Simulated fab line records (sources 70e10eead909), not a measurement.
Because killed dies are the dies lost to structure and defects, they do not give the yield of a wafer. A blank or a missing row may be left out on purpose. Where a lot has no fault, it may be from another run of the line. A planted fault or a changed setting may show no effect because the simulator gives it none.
Matching of chambers	flow nand-harc	4 sister chambers for NHARC_A_ZERO_WELL_DESCUM_12 on rie-diel-05
The step chemistry O2, time 3 s. 16 wafers are shown with their chamber, then 7 later ones without.

## WAFERS, EACH WITH ITS CHAMBER
wafer	chamber	drypump-motor-current-A (A)	oes-product-au (a.u.)	rf-vpp-V (V)
L903.3	3	5.0	0.992	58.0
L903.4	1	5.3	0.998	56.6
L903.6	0	6.0	0.997	58.3
L904.1	2	6.0	1.011	56.8
L904.3	3	5.0	0.990	56.4
L904.6	3	5.0	0.985	56.9
L910.3	3	5.0	0.995	57.8
L910.6	2	6.0	1.013	58.3
L912.1	0	6.0	1.013	59.4
L912.4	2	5.9	1.001	57.8
L912.6	3	5.0	0.989	56.6
L913.1	0	6.0	1.008	58.0
L913.4	1	5.3	1.014	56.7
L913.6	1	5.3	1.007	58.5
L916.3	2	5.9	1.001	58.2
L916.4	1	5.3	1.020	57.3

SIGNATURES (means of the wafers above)
reading	chamber 0	chamber 1	chamber 2	chamber 3	scatter within a chamber
drypump-motor-current-A	6.000	5.300	5.950	5.000	0.0289
oes-product-au	1.00600	1.00975	1.00650	0.99020	0.00696
rf-vpp-V	58.567	57.275	57.775	57.140	0.756
Rule: a wafer lies at a distance from a chamber equal to the root of the sum of squares, over the readings, of (its reading less the chamber's mean, divided by the reading's scatter). The wafer belongs to the nearest chamber; if the next one is less than 2 further off, it can't be placed. The scatter: take each reading less its chamber's mean, square it, sum over the shown wafers, divide by the number of wafers less the number of chambers, and take the root.

## WAFERS WITHOUT THEIR CHAMBER
wafer	drypump-motor-current-A (A)	oes-product-au (a.u.)	rf-vpp-V (V)
L916.5	6.0	1.008	56.8
L917.1	5.0	0.997	56.8
L917.3	5.9	1.012	57.6
L917.5	5.3	0.997	56.9
L919.1	6.0	0.995	58.3
L919.3	5.3	1.010	55.0
L919.4	5.0	0.986	56.7

## WHICH CHAMBER EACH WENT THROUGH
wafer	from the rows above	in truth
L916.5	can't be placed: 2 or 0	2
L917.1	3	3
L917.3	can't be placed: 2 or 0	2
L917.5	1	1
L919.1	can't be placed: 0 or 2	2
L919.3	1	1
L919.4	3	3
Correct placement for 4 of the 7. Unplaceable from these rows: 3, with the true chamber sitting among the candidates in 3. Wrongly placed: 0.
